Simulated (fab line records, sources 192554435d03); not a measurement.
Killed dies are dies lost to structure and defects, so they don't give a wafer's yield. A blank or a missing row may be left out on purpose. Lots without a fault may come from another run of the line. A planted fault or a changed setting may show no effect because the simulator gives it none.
Split-lot experiment | flow n5_finfet | 7 lots, 39 wafers read, on a route of 1938 steps

THE SPLIT
At N5_BEOL_M11_ILD_DEP_00 (deposits SiCOH lowk from DEMS/porogen, target thk 308.51 nm, time 58 s), the setting time_s was moved away from the recipe's 58 s on 15 of the 39 wafers read, by -33.0% to +54.9%. The other wafers ran this setting at the recipe's value.

FROM THE SPLIT TO THE READING: what the file shows between them, 1 step
- N5_BEOL_M11_CURE_71: cures SiCOH lowk, time 240 s

THE READING
M11_ILD_THK, in nm, at N5_BEOL_M11_THK_MEAS_01. Fault-free wafers of this fab line usually give 266 nm, standard deviation 3.6 nm.

wafer  | tool, chamber at the split | time_s as run, s | against the recipe | M11_ILD_THK, nm | against lot-mates on the recipe
L079.2 | pecvd-03, 1                | 58               | recipe             | 264             | -
L079.4 | pecvd-03, 2                | 58               | recipe             | 267             | -
L079.6 | pecvd-03, 1                | 58               | recipe             | 268             | -
L077.1 | pecvd-04, 2                | 58               | recipe             | 266             | -
L077.2 | pecvd-04, 1                | 38.88            | -33.0%             | 178             | -91
L077.3 | pecvd-04, 0                | 38.88            | -33.0%             | 179             | -90
L077.4 | pecvd-04, 1                | 38.88            | -33.0%             | 178             | -91
L077.5 | pecvd-04, 2                | 58               | recipe             | 274             | -
L077.6 | pecvd-04, 0                | 58               | recipe             | 266             | -
L078.1 | pecvd-04, 2                | 41.17            | -29.0%             | 196             | -72
L078.2 | pecvd-04, 0                | 41.17            | -29.0%             | 188             | -80
L078.3 | pecvd-04, 1                | 58               | recipe             | 265             | -
L078.4 | pecvd-04, 1                | 41.17            | -29.0%             | 193             | -75
L078.5 | pecvd-04, 0                | 58               | recipe             | 268             | -
L078.6 | pecvd-04, 2                | 58               | recipe             | 272             | -
L081.1 | pecvd-03, 2                | 89.85            | +54.9%             | 410             | +139
L081.2 | pecvd-03, 1                | 89.85            | +54.9%             | 411             | +140
L081.3 | pecvd-03, 0                | 89.85            | +54.9%             | 410             | +139
L081.4 | pecvd-03, 2                | 58               | recipe             | 269             | -
L081.5 | pecvd-03, 1                | 58               | recipe             | 272             | -
L081.6 | pecvd-03, 0                | 58               | recipe             | 272             | -
L085.1 | pecvd-01, 0                | 58               | recipe             | 266             | -
L085.2 | pecvd-01, 1                | 58               | recipe             | 266             | -
L085.3 | pecvd-01, 2                | 58               | recipe             | 267             | -
L085.4 | pecvd-01, 1                | 58               | recipe             | 269             | -
L085.5 | pecvd-01, 2                | 58               | recipe             | 265             | -
L085.6 | pecvd-01, 0                | 58               | recipe             | 272             | -
L087.1 | pecvd-04, 0                | 89.22            | +53.8%             | 409             | +140
L087.2 | pecvd-04, 1                | 89.22            | +53.8%             | 407             | +138
L087.3 | pecvd-04, 2                | 58               | recipe             | 270             | -
L087.4 | pecvd-04, 1                | 58               | recipe             | 267             | -
L087.5 | pecvd-04, 0                | 89.22            | +53.8%             | 413             | +144
L087.6 | pecvd-04, 2                | 58               | recipe             | 270             | -
L095.1 | pecvd-01, 2                | 45.53            | -21.5%             | 209             | -58
L095.2 | pecvd-01, 0                | 58               | recipe             | 265             | -
L095.3 | pecvd-01, 1                | 45.53            | -21.5%             | 208             | -59
L095.4 | pecvd-01, 2                | 58               | recipe             | 266             | -
L095.5 | pecvd-01, 1                | 45.53            | -21.5%             | 210             | -57
L095.6 | pecvd-01, 0                | 58               | recipe             | 269             | -

THE FIT
A straight line over all 39 wafers: M11_ILD_THK changes by +2.63 nm for each +1% of time_s; r = +1.00; the points scatter about the line by 2.8 nm.
The same after taking each lot's own level away (the mean of its wafers on the recipe; 39 wafers): +2.61 nm for each +1%; r = +1.00; scatter 2.7 nm.
On that fit, the largest move of time_s shifts the reading by 1.4e+02 nm.
The lots' own levels span 266.3 to 271.0 nm, that is 1.3 times the standard deviation above.
So the lot-to-lot level changes the slope little: the two slopes agree.
Check: with one of the wafers moved furthest among these (+54.9%) left out of the fit, the line predicts +143 nm for it against its lot-mates. It came out at +139 nm against them.

OTHER SPLITS ON THESE WAFERS
These wafers also went through other splits before the reading. Each is held against what the fit with the lots' levels taken away leaves over:
other split on the same wafers     | wafers away from the commonest value | r with M11_ILD_THK (lot level and that fit taken away)
N5_BEOL_M9_ILD_DEP_00 target_thk_a | 12                                   | -0.19

THE WHOLE CHAIN: every reading that the file lists as answering this split, in the file's order
step                    | what it does                                                           | reading                                                                                   | change (the file's fit)              | r (the file's)
N5_BEOL_M11_ILD_DEP_00  | deposits SiCOH lowk from DEMS/porogen, target thk 308.51 nm, time 58 s | SiCOH_lowk_of_BEOL_M11_ILD_DEP_00.thk_nm (the simulator's own value, which no gauge read) | +2.93 nm for each +1% of the setting | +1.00
N5_BEOL_M11_CURE_71     | cures SiCOH lowk, time 240 s                                           | SiCOH_lowk_of_BEOL_M11_ILD_DEP_00.thk_nm (the simulator's own value, which no gauge read) | +2.61 nm for each +1% of the setting | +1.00
N5_BEOL_M11_THK_MEAS_01 |                                                                        | M11_ILD_THK                                                                               | +2.61 for each +1% of the setting    | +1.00

THE FILE'S OWN FIT
M11_ILD_THK changes by +2.61 nm for each +1% of time_s, r = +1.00.
